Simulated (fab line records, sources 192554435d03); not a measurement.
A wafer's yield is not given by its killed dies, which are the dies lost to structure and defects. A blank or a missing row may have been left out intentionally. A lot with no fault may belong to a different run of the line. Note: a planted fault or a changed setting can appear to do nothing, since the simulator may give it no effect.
fab line records	flow n5Finfet
[record] lots = 9	wafers = 26	lastDay = 17
route steps=1938 shown BEOL_M10@1487
lots that met no fault: taken from a fault-free run of the same line
startH: hours from the record's first day to the start of the lot's first wafer shown	waitH: hours since the lot's step before	" repeats the value in the row above	L1.1+2: a single row standing in for several wafers	- either no value or no given start	* or withheld: withheld	< > ~ a bound
route shown NAME@n: NAME is a module with steps in the file, n the number in the route of the first one	usual: mean/standard deviation taken from wafers without a fault	same: alike in all rows	chamber/n: place in a boat	sites: per-site readings	_std_site: how widely they spread, as a standard deviation	_edge_site: outer sites' mean less inner sites'	radiusMm: for every site, how far away it sits from the centre of the wafer	mask NAME#n: copy n	behind: the tool/chamber that last shaped the wafer	hold: reason for holding the lot/hours on hold/outcome of the hold	device: names the non-switching transistor (n, p or np)	end of line: tests run on the same wafers once the route is complete	where a step has no rows: the recipe by itself	killed: dies that structure and defects cost at the first sort, which is not the same as the wafer's yield	map: dies across one wafer; x = killed, . = not, _ = none there
set.NAME: the setting that was run; set.NAME@STEP: the one run at that earlier step	model.NAME: the simulator's own value behind a step, which no gauge read
a sample of lots followed through the steps of the route, with each step as a table and each wafer as a row
services: a tool's chamber out of use, with start hour (startH, from the record's first day; less than 0 if before it), hours out, and reason
[[steps]]
[step N5_BEOL_M10_ETCH_61]
[recipe] chemistry = CF4	target = SiARC	targetDepthA = 390	maskMaterial = CAR-ArF	timeS = 65	ionEnergyEv = 80	pressureMtorr = 40	sourceW = 545	biasW = 36	Ar_flow_sccm = 100	cf4FlowSccm = 100	ends = cleared
[usual] biasW = 36.00/0.1	drypumpMotorCurrentA = 5.9/0.57	etchRfOnTimeS = 64.7/1.8	oesProductAu = 0.69/0.078	rfVppV = 184.0/1.2	showerheadPlenumPTorr = 2.13/0.075	throttleValvePct = 15.56/0.24
lot.wafer	tool	chamber	startH	waitH	biasW	drypumpMotorCurrentA	etchRfOnTimeS	oesProductAu	rfHoursCounterH	rfVppV	showerheadPlenumPTorr	throttleValvePct
L825.4	rieDiel-06	3	222.96	0.0	35.91	6.4	68.0	0.60	-	183.9	2.21	15.79
L825.5	"	2	"	"	36.04	6.3	63.7	0.75	-	184.1	2.11	15.59
L825.6	"	1	"	"	35.95	5.9	64.9	0.80	-	185.5	2.28	15.22
L827.1	rieDiel-06	2	229.13	0.0	35.99	6.3	63.4	0.75	45	182.3	2.11	15.56
L827.2	"	0	"	"	36.09	4.9	63.3	0.60	230	182.4	2.03	16.05
L827.4	"	3	"	"	35.98	6.5	67.6	0.60	200	185.3	2.20	15.80
L828.1	rieDiel-02	3	235.30	0.0	35.86	5.9	63.9	0.60	241	183.7	2.12	15.93
L828.4	"	2	"	"	36.01	6.3	64.1	0.66	111	184.0	2.08	15.68
L828.6	"	1	"	"	36.00	5.5	64.3	0.72	-	183.4	2.09	15.16
L829.1	rieDiel-05	2	238.92	0.0	36.01	6.6	64.8	0.60	226	184.5	2.12	15.77
L829.3	"	3	"	"	35.97	4.9	68.3	0.68	64	186.0	2.08	15.13
L829.6	"	1	"	"	36.05	6.4	62.8	0.76	-	183.5	2.10	15.50
L836.1	rieDiel-05	1	284.14	0.0	36.02	6.4	62.7	0.74	72	183.2	2.09	15.54
L836.3	"	0	"	"	36.08	6.0	63.8	0.64	166	182.7	2.04	15.51
L836.5	"	1	"	"	36.09	6.4	63.0	0.74	-	183.4	2.09	15.53
L837.1	rieDiel-05	2	305.41	0.0	36.01	6.5	64.9	0.58	248	184.8	2.11	15.81
L837.5	"	1	"	"	36.03	6.4	63.2	0.73	-	183.1	2.09	15.54
L837.6	"	0	"	"	35.80	6.0	65.5	0.63	-	183.6	2.04	15.52
L840.2	rieDiel-06	2	313.17	0.0	35.98	6.2	63.3	0.72	75	183.7	2.10	15.64
L840.3	"	3	"	"	35.95	6.5	67.8	0.58	230	183.3	2.19	15.86
L840.5	"	3	"	"	36.05	6.4	66.9	0.58	-	184.8	2.19	15.84
L839.1	rieDiel-02	1	317.43	0.0	36.05	5.5	64.7	0.69	86	183.7	2.08	15.23
L839.4	"	2	"	"	36.06	6.2	64.2	0.64	141	182.7	2.07	15.76
L839.5	"	0	"	"	36.02	5.0	63.7	0.70	-	182.9	2.08	15.45
L845.2	rieDiel-06	3	351.62	0.0	36.03	6.4	68.5	0.58	240	184.0	2.19	15.87
L845.3	"	1	"	"	36.12	5.9	66.1	0.72	64	185.6	2.26	15.33
[step N5_BEOL_M10_ETCH_65]
[recipe] chemistry = CF4	target = SiARC	targetDepthA = 390	maskMaterial = CAR-ArF	timeS = 65	ionEnergyEv = 80	pressureMtorr = 40	sourceW = 545	biasW = 36	Ar_flow_sccm = 100	cf4FlowSccm = 100	ends = cleared
[usual] biasW = 36.00/0.098	drypumpMotorCurrentA = 5.9/0.57	etchRfOnTimeS = 64.8/1.9	oesProductAu = 0.69/0.074	rfVppV = 183.9/1.2	showerheadPlenumPTorr = 2.12/0.075	throttleValvePct = 15.52/0.24
lot.wafer	tool	chamber	startH	waitH	biasW	drypumpMotorCurrentA	etchRfOnTimeS	oesProductAu	rfHoursCounterH	rfVppV	showerheadPlenumPTorr	throttleValvePct
L825.4	rieDiel-02	1	225.18	0.0	35.99	5.5	64.2	0.73	51	183.2	2.09	15.14
L825.5	"	0	"	"	36.06	5.0	63.2	0.74	-	183.5	2.09	15.38
L825.6	"	1	"	"	36.08	5.5	64.6	0.73	-	182.2	2.09	15.14
L827.1	rieDiel-06	0	230.54	0.0	36.10	4.9	62.9	0.60	230	183.0	2.03	16.06
L827.2	"	3	"	"	35.89	6.4	67.4	0.60	201	184.2	2.20	15.80
L827.4	"	1	"	"	35.99	5.9	63.8	0.79	20	186.8	2.27	15.23
L828.1	rieDiel-06	2	238.12	0.0	36.17	6.2	63.3	0.76	48	183.7	2.11	15.58
L828.4	"	0	"	"	35.94	4.9	63.2	0.60	232	181.8	2.03	16.08
L828.6	"	0	"	"	36.04	4.9	62.9	0.61	-	183.7	2.03	16.07
L829.1	rieDiel-06	3	239.86	0.0	36.11	6.4	67.1	0.61	203	185.0	2.20	15.78
L829.3	"	1	"	"	35.76	5.9	63.9	0.80	24	186.2	2.27	15.24
L829.6	"	0	"	"	36.08	4.9	63.3	0.60	-	183.2	2.03	16.07
L836.1	rieDiel-05	2	285.72	0.0	35.99	6.6	65.1	0.59	243	183.6	2.11	15.79
L836.3	"	1	"	"	36.05	6.4	63.8	0.73	72	182.3	2.09	15.54
L836.5	"	3	"	"	35.89	4.9	69.6	0.66	-	183.0	2.08	15.15
L837.1	rieDiel-06	2	306.43	0.0	36.05	6.2	63.4	0.73	71	182.3	2.10	15.62
L837.5	"	1	"	"	36.02	5.9	64.0	0.75	-	187.0	2.27	15.30
L837.6	"	2	"	"	36.16	6.2	62.8	0.72	-	183.2	2.10	15.64
L840.2	rieDiel-05	1	316.16	0.0	35.92	6.4	62.9	0.73	84	183.8	2.09	15.55
L840.3	"	0	"	"	36.09	6.0	64.8	0.63	175	184.0	2.04	15.52
L840.5	"	0	"	"	35.86	6.0	64.9	0.64	-	181.5	2.04	15.53
L839.1	rieDiel-02	2	322.46	0.0	35.97	6.2	65.1	0.63	143	182.7	2.07	15.74
L839.4	"	0	"	"	35.82	5.0	64.8	0.70	93	183.3	2.08	15.45
L839.5	"	2	"	"	35.86	6.2	65.0	0.63	-	184.8	2.07	15.74
L845.2	rieDiel-06	3	353.79	0.0	35.97	6.4	68.3	0.57	242	183.8	2.19	15.88
L845.3	"	2	"	"	36.10	6.2	64.0	0.71	87	183.5	2.09	15.65
[step N5_BEOL_M10_VIA_ETCH_34]
[recipe] chemistry = C4F6/O2	target = SiCOH_lowk	targetDepthA = 1845	maskMaterial = SOC	taperDeg = 4	timeS = 69.2	ionEnergyEv = 250	pressureMtorr = 30	sourceW = 345	biasW = 185	Ar_flow_sccm = 300	C4F6_flow_sccm = 10	O2_flow_sccm = 10
[usual] biasW = 185.0/0.61	drypumpMotorCurrentA = 5.9/0.57	oesProductAu = 0.80/0.085	rfVppV = 660/11	runLengthS = 92.4/0.41	showerheadPlenumPTorr = 2.82/0.1	throttleValvePct = 20.82/0.23
lot.wafer	tool	chamber	startH	waitH	biasW	drypumpMotorCurrentA	oesProductAu	rfHoursCounterH	rfVppV	runLengthS	showerheadPlenumPTorr	throttleValvePct
L825.4	rieDiel-02	1	225.36	0.0	185.1	5.5	0.84	51	656	93.0	2.78	20.44
L825.5	"	0	"	"	185.3	5.1	0.86	-	664	92.0	2.78	20.75
L825.6	"	1	"	"	184.7	5.5	0.83	-	657	92.7	2.78	20.42
L827.1	rieDiel-06	0	230.71	0.0	185.1	4.9	0.70	231	650	92.4	2.70	21.36
L827.2	"	3	"	"	185.0	6.5	0.70	201	658	92.9	2.94	21.10
L827.4	"	1	"	"	185.1	5.9	0.93	20	663	91.8	3.03	20.58
L828.1	rieDiel-06	2	238.30	0.0	184.4	6.2	0.89	48	645	92.3	2.79	20.91
L828.4	"	0	"	"	184.8	4.9	0.70	233	648	92.9	2.69	21.36
L828.6	"	0	"	"	185.2	4.9	0.70	-	649	92.1	2.70	21.36
L829.1	rieDiel-06	3	240.04	0.0	185.7	6.5	0.70	203	655	92.6	2.94	21.10
L829.3	"	1	"	"	183.8	5.9	0.92	24	664	91.6	3.02	20.58
L829.6	"	0	"	"	185.9	4.9	0.70	-	649	92.6	2.69	21.37
L836.1	rieDiel-05	2	285.89	0.0	186.0	6.6	0.68	243	678	92.5	2.80	20.97
L836.3	"	1	"	"	184.2	6.3	0.86	72	668	92.6	2.78	20.87
L836.5	"	3	"	"	186.3	4.9	0.78	-	662	92.0	2.78	20.51
L837.1	rieDiel-06	2	306.60	0.0	185.3	6.3	0.85	72	647	92.9	2.78	20.94
L837.5	"	1	"	"	184.6	5.9	0.88	-	665	91.6	3.01	20.62
L837.6	"	2	"	"	184.9	6.2	0.84	-	646	92.3	2.78	20.94
L840.2	rieDiel-05	1	316.33	0.0	184.0	6.4	0.84	84	668	93.0	2.78	20.88
L840.3	"	0	"	"	185.3	6.0	0.73	175	651	92.2	2.71	20.76
L840.5	"	0	"	"	184.7	6.0	0.73	-	651	92.2	2.71	20.75
L839.1	rieDiel-02	2	322.63	0.0	185.3	6.2	0.74	143	641	92.7	2.76	21.06
L839.4	"	0	"	"	185.7	5.1	0.82	93	666	92.0	2.76	20.80
L839.5	"	2	"	"	184.8	6.2	0.74	-	641	92.7	2.76	21.07
L845.2	rieDiel-06	3	353.96	0.0	-	6.5	0.67	242	655	87.3	2.92	21.15
L845.3	"	2	"	"	185.7	6.2	0.82	88	646	92.5	2.77	20.96
[step N5_BEOL_M10_ETCH_41]
[recipe] chemistry = CH3F/O2	target = SiCN	targetDepthA = 426	taperDeg = 2	timeS = 86	ionEnergyEv = 120	maskMaterial = TiN	pressureMtorr = 30	sourceW = 395	biasW = 75	Ar_flow_sccm = 150	CH3F_flow_sccm = 30	O2_flow_sccm = 20
[usual] biasW = 74.97/0.24	drypumpMotorCurrentA = 5.9/0.58	oesProductAu = 0.80/0.084	rfVppV = 296.8/1.7	runLengthS = 109.2/0.42	showerheadPlenumPTorr = 1.98/0.074	throttleValvePct = 16.23/0.24
lot.wafer	tool	chamber	startH	waitH	biasW	drypumpMotorCurrentA	oesProductAu	rfHoursCounterH	rfVppV	runLengthS	showerheadPlenumPTorr	throttleValvePct
L825.4	rieDiel-02	1	-	-	74.63	5.5	0.84	51	296.0	109.3	1.95	15.85
L825.5	"	0	"	"	74.59	5.1	0.85	-	295.5	108.7	1.95	16.13
L825.6	"	1	"	"	74.84	5.5	0.84	-	296.1	109.6	1.95	15.84
L827.1	rieDiel-06	0	-	-	75.21	4.9	0.70	231	294.9	109.2	1.89	16.79
L827.2	"	3	"	"	75.07	6.5	0.70	201	299.5	109.6	2.07	16.56
L827.4	"	1	"	"	74.98	5.9	0.93	21	299.2	108.2	2.13	15.96
L828.1	rieDiel-06	2	-	-	75.10	6.2	0.88	48	296.8	109.5	1.96	16.25
L828.4	"	0	"	"	74.51	4.9	0.70	233	295.1	109.0	1.89	16.78
L828.6	"	0	"	"	74.81	4.9	0.70	-	296.6	109.5	1.89	16.78
L829.1	rieDiel-06	3	-	-	74.81	6.5	0.71	203	297.9	109.2	2.07	16.56
L829.3	"	1	"	"	75.22	5.9	0.92	24	300.7	108.5	2.13	15.96
L829.6	"	0	"	"	75.41	4.9	0.69	-	293.6	108.9	1.89	16.79
L836.1	rieDiel-05	2	-	-	74.98	6.6	0.68	243	296.6	109.4	1.96	16.48
L836.3	"	1	"	"	74.63	6.4	0.85	72	297.4	109.5	1.95	16.23
L836.5	"	3	"	"	75.08	4.9	0.78	-	296.3	108.6	1.95	15.94
L837.1	rieDiel-06	2	-	-	74.94	6.2	0.84	72	295.1	109.6	1.95	16.30
L837.5	"	1	"	"	75.00	5.9	0.86	-	298.9	108.6	2.12	16.01
L837.6	"	2	"	"	75.13	6.3	0.83	-	295.8	109.7	1.95	16.30
L840.2	rieDiel-05	1	-	-	75.13	6.4	0.85	84	295.2	109.7	1.95	16.24
L840.3	"	0	"	"	74.71	6.0	0.73	175	295.2	108.8	1.90	16.23
L840.5	"	0	"	"	74.62	6.0	0.73	-	294.9	108.9	1.90	16.25
L839.1	rieDiel-02	2	-	-	75.06	6.3	0.73	143	295.4	109.8	1.93	16.47
L839.4	"	0	"	"	75.15	5.0	0.81	93	296.1	108.6	1.94	16.19
L839.5	"	2	"	"	75.12	6.2	0.73	-	295.9	109.6	1.93	16.48
L845.2	rieDiel-06	3	-	-	74.74	6.4	0.67	242	297.9	109.8	2.06	16.62
L845.3	"	2	"	"	74.89	6.3	0.82	88	296.2	109.7	1.94	16.33
[[services]]
tool	chamber	startH	hours	kind
rieDiel-06	0	220.63	6.6	repair
rieDiel-02	-	229.71	0.5	repair
rieDiel-05	0	258.19	9.4	repair
rieDiel-02	3	259.59	-	clean
rieDiel-02	3	259.59	-	consumableReplace:focusRing
rieDiel-02	3	259.59	11.6	scheduledDown
rieDiel-02	3	259.59	11.6	ventCycle
rieDiel-02	0	264.49	9.9	repair
rieDiel-06	0	287.32	-	clean
rieDiel-06	0	287.32	-	consumableReplace:focusRing
rieDiel-06	0	287.32	-	consumableReplace:showerhead
rieDiel-06	0	287.32	29.1	scheduledDown
rieDiel-06	0	287.32	29.1	ventCycle
rieDiel-05	0	307.30	4.3	repair
rieDiel-05	2	311.74	-	clean
rieDiel-05	2	311.74	-	consumableReplace:focusRing
rieDiel-05	2	311.74	19.0	scheduledDown
rieDiel-05	2	311.74	19.0	ventCycle
rieDiel-06	3	328.29	2.5	repair
[[key]]
[firstSign] step = N5_BEOL_M10_VIA_ETCH_34	reading = runLengthS	direction = down	sigmas = 12	usual = *	struck = *
effect none on later readings
metAt N5_BEOL_M10_VIA_ETCH_34
struckLots L845
struckWafers L845.2
notActingAt N5_BEOL_M10_ETCH_61,N5_BEOL_M10_ETCH_65,N5_BEOL_M10_ETCH_41
onsetBetween 306.60 353.96
[fault] kind = processParameterDrift	tool = rieDiel-06	chamber = -	onsetH = 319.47	steps = N5_BEOL_M10_VIA_ETCH_34	channel = timeS	offset = *	shape = step	endH = 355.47	scope = struckWafersOnly	actsIn = *	stated = *
